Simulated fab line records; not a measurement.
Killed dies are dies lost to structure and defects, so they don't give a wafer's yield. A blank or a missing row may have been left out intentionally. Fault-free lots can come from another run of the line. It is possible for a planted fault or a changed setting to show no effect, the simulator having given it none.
Split-lot experiment || flow n5 finfet || 39 wafers read across 7 lots, on a route 1938 steps long

== ABOUT THE SPLIT ==
At N5_DUMMY_GATE_ETCH_32 (etches SiO2 in CF4, target depth 3.5 nm, time 3.9 s), the setting time s was moved away from the recipe's 3.9 s on 15 of the 39 wafers read, by -13.3% to +10.1%. For the rest of the wafers, this setting stayed at what the recipe calls for.

The reading comes from the split's own step.

== THE READING ==
etch.depth nm (the simulator's own value, which no gauge read), in nm, at N5_DUMMY_GATE_ETCH_32 (etches SiO2 in CF4, target depth 3.5 nm, time 3.9 s). The file does not state a usual value for it. Average 3.474 nm, standard deviation 0.074 nm, over the 24 wafers here run with the recipe.

{"wafer": "L074.1", "tool, chamber at the split": "rie si-06, 1", "time s as run, s": 4.29, "against the recipe": "+10.0%", "etch.depth nm, nm": 3.866, "against lot-mates on the recipe": "+0.420"}
{"wafer": "L074.2", "tool, chamber at the split": "rie si-06, 2", "time s as run, s": 3.9, "against the recipe": "recipe", "etch.depth nm, nm": 3.503, "against lot-mates on the recipe": "-"}
{"wafer": "L074.3", "tool, chamber at the split": "rie si-06, 3", "time s as run, s": 4.29, "against the recipe": "+10.0%", "etch.depth nm, nm": 3.76, "against lot-mates on the recipe": "+0.314"}
{"wafer": "L074.4", "tool, chamber at the split": "rie si-06, 0", "time s as run, s": 3.9, "against the recipe": "recipe", "etch.depth nm, nm": 3.412, "against lot-mates on the recipe": "-"}
{"wafer": "L074.5", "tool, chamber at the split": "rie si-06, 3", "time s as run, s": 3.9, "against the recipe": "recipe", "etch.depth nm, nm": 3.424, "against lot-mates on the recipe": "-"}
{"wafer": "L074.6", "tool, chamber at the split": "rie si-06, 2", "time s as run, s": 4.29, "against the recipe": "+10.0%", "etch.depth nm, nm": 3.812, "against lot-mates on the recipe": "+0.366"}
{"wafer": "L076.1", "tool, chamber at the split": "rie si-01, 3", "time s as run, s": 3.9, "against the recipe": "recipe", "etch.depth nm, nm": 3.446, "against lot-mates on the recipe": "-"}
{"wafer": "L076.2", "tool, chamber at the split": "rie si-01, 0", "time s as run, s": 4.139, "against the recipe": "+6.1%", "etch.depth nm, nm": 3.848, "against lot-mates on the recipe": "+0.381"}
{"wafer": "L076.3", "tool, chamber at the split": "rie si-01, 2", "time s as run, s": 4.139, "against the recipe": "+6.1%", "etch.depth nm, nm": 3.667, "against lot-mates on the recipe": "+0.200"}
{"wafer": "L076.4", "tool, chamber at the split": "rie si-01, 1", "time s as run, s": 4.139, "against the recipe": "+6.1%", "etch.depth nm, nm": 3.829, "against lot-mates on the recipe": "+0.362"}
{"wafer": "L076.5", "tool, chamber at the split": "rie si-01, 2", "time s as run, s": 3.9, "against the recipe": "recipe", "etch.depth nm, nm": 3.482, "against lot-mates on the recipe": "-"}
{"wafer": "L076.6", "tool, chamber at the split": "rie si-01, 3", "time s as run, s": 3.9, "against the recipe": "recipe", "etch.depth nm, nm": 3.472, "against lot-mates on the recipe": "-"}
{"wafer": "L082.1", "tool, chamber at the split": "rie si-05, 2", "time s as run, s": 4.166, "against the recipe": "+6.8%", "etch.depth nm, nm": 3.746, "against lot-mates on the recipe": "+0.256"}
{"wafer": "L082.2", "tool, chamber at the split": "rie si-05, 1", "time s as run, s": 4.166, "against the recipe": "+6.8%", "etch.depth nm, nm": 3.768, "against lot-mates on the recipe": "+0.278"}
{"wafer": "L082.3", "tool, chamber at the split": "rie si-05, 3", "time s as run, s": 3.9, "against the recipe": "recipe", "etch.depth nm, nm": 3.617, "against lot-mates on the recipe": "-"}
{"wafer": "L082.4", "tool, chamber at the split": "rie si-05, 0", "time s as run, s": 3.9, "against the recipe": "recipe", "etch.depth nm, nm": 3.373, "against lot-mates on the recipe": "-"}
{"wafer": "L082.5", "tool, chamber at the split": "rie si-05, 3", "time s as run, s": 4.166, "against the recipe": "+6.8%", "etch.depth nm, nm": 3.835, "against lot-mates on the recipe": "+0.345"}
{"wafer": "L082.6", "tool, chamber at the split": "rie si-05, 2", "time s as run, s": 3.9, "against the recipe": "recipe", "etch.depth nm, nm": 3.48, "against lot-mates on the recipe": "-"}
{"wafer": "L090.2", "tool, chamber at the split": "rie si-06, 0", "time s as run, s": 3.9, "against the recipe": "recipe", "etch.depth nm, nm": 3.408, "against lot-mates on the recipe": "-"}
{"wafer": "L090.3", "tool, chamber at the split": "rie si-06, 2", "time s as run, s": 3.9, "against the recipe": "recipe", "etch.depth nm, nm": 3.45, "against lot-mates on the recipe": "-"}
{"wafer": "L090.4", "tool, chamber at the split": "rie si-06, 1", "time s as run, s": 3.9, "against the recipe": "recipe", "etch.depth nm, nm": 3.532, "against lot-mates on the recipe": "-"}
{"wafer": "L095.1", "tool, chamber at the split": "rie si-06, 2", "time s as run, s": 3.382, "against the recipe": "-13.3%", "etch.depth nm, nm": 3.041, "against lot-mates on the recipe": -0.439}
{"wafer": "L095.2", "tool, chamber at the split": "rie si-06, 0", "time s as run, s": 3.9, "against the recipe": "recipe", "etch.depth nm, nm": 3.443, "against lot-mates on the recipe": "-"}
{"wafer": "L095.3", "tool, chamber at the split": "rie si-06, 3", "time s as run, s": 3.9, "against the recipe": "recipe", "etch.depth nm, nm": 3.441, "against lot-mates on the recipe": "-"}
{"wafer": "L095.4", "tool, chamber at the split": "rie si-06, 1", "time s as run, s": 3.9, "against the recipe": "recipe", "etch.depth nm, nm": 3.557, "against lot-mates on the recipe": "-"}
{"wafer": "L095.5", "tool, chamber at the split": "rie si-06, 3", "time s as run, s": 3.382, "against the recipe": "-13.3%", "etch.depth nm, nm": 3.008, "against lot-mates on the recipe": -0.472}
{"wafer": "L095.6", "tool, chamber at the split": "rie si-06, 2", "time s as run, s": 3.382, "against the recipe": "-13.3%", "etch.depth nm, nm": 3.078, "against lot-mates on the recipe": -0.402}
{"wafer": "L096.1", "tool, chamber at the split": "rie si-06, 1", "time s as run, s": 3.9, "against the recipe": "recipe", "etch.depth nm, nm": 3.478, "against lot-mates on the recipe": "-"}
{"wafer": "L096.2", "tool, chamber at the split": "rie si-06, 2", "time s as run, s": 3.9, "against the recipe": "recipe", "etch.depth nm, nm": 3.443, "against lot-mates on the recipe": "-"}
{"wafer": "L096.3", "tool, chamber at the split": "rie si-06, 0", "time s as run, s": 3.9, "against the recipe": "recipe", "etch.depth nm, nm": 3.386, "against lot-mates on the recipe": "-"}
{"wafer": "L096.4", "tool, chamber at the split": "rie si-06, 3", "time s as run, s": 3.9, "against the recipe": "recipe", "etch.depth nm, nm": 3.433, "against lot-mates on the recipe": "-"}
{"wafer": "L096.5", "tool, chamber at the split": "rie si-06, 3", "time s as run, s": 3.9, "against the recipe": "recipe", "etch.depth nm, nm": 3.417, "against lot-mates on the recipe": "-"}
{"wafer": "L096.6", "tool, chamber at the split": "rie si-06, 0", "time s as run, s": 3.9, "against the recipe": "recipe", "etch.depth nm, nm": 3.408, "against lot-mates on the recipe": "-"}
{"wafer": "L097.1", "tool, chamber at the split": "rie si-01, 0", "time s as run, s": 3.9, "against the recipe": "recipe", "etch.depth nm, nm": 3.642, "against lot-mates on the recipe": "-"}
{"wafer": "L097.2", "tool, chamber at the split": "rie si-01, 3", "time s as run, s": 4.293, "against the recipe": "+10.1%", "etch.depth nm, nm": 3.808, "against lot-mates on the recipe": "+0.214"}
{"wafer": "L097.3", "tool, chamber at the split": "rie si-01, 1", "time s as run, s": 3.9, "against the recipe": "recipe", "etch.depth nm, nm": 3.645, "against lot-mates on the recipe": "-"}
{"wafer": "L097.4", "tool, chamber at the split": "rie si-01, 2", "time s as run, s": 3.9, "against the recipe": "recipe", "etch.depth nm, nm": 3.495, "against lot-mates on the recipe": "-"}
{"wafer": "L097.5", "tool, chamber at the split": "rie si-01, 0", "time s as run, s": 4.293, "against the recipe": "+10.1%", "etch.depth nm, nm": 4.011, "against lot-mates on the recipe": "+0.417"}
{"wafer": "L097.6", "tool, chamber at the split": "rie si-01, 3", "time s as run, s": 4.293, "against the recipe": "+10.1%", "etch.depth nm, nm": 3.817, "against lot-mates on the recipe": "+0.223"}

FIT RESULTS
A straight line over all 39 wafers: etch.depth nm changes by +0.0365 nm for each +1% of time s; r = +0.94; the points scatter about the line by 0.078 nm.
The same after taking each lot's own level away (the mean of its wafers on the recipe; 39 wafers): +0.0348 nm for each +1%; r = +0.95; scatter 0.07 nm.
Per that fit: largest time s move, reading shift of 0.46 nm.
The lots' own levels span 3.4275 to 3.5940 nm, that is 2.2 times the standard deviation above.
So the lot-to-lot level changes the slope little: the two slopes agree.
Check: for one of the wafers moved furthest among these (-13.3%), held out of the fit, the line's prediction against its lot-mates is -0.455 nm. It came out at -0.439 nm against them.

== OTHER SPLITS APPLIED TO THESE WAFERS ==
Other splits were also applied to these wafers ahead of the reading. Each is held against what the fit with the lots' levels taken away leaves over:
{"other split on the same wafers": "N5_FIN_SAQP_HM_DEP_03 time s", "wafers away from the commonest value": 18, "r with etch.depth nm (lot level and that fit taken away)": -0.29}
{"other split on the same wafers": "N5_DUMMY_GATE_ETCH_37 source w", "wafers away from the commonest value": 12, "r with etch.depth nm (lot level and that fit taken away)": "+0.03"}

== THE FILE'S OWN FIT ==
etch.depth nm changes by +0.0352 nm for each +1% of time s, r = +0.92.
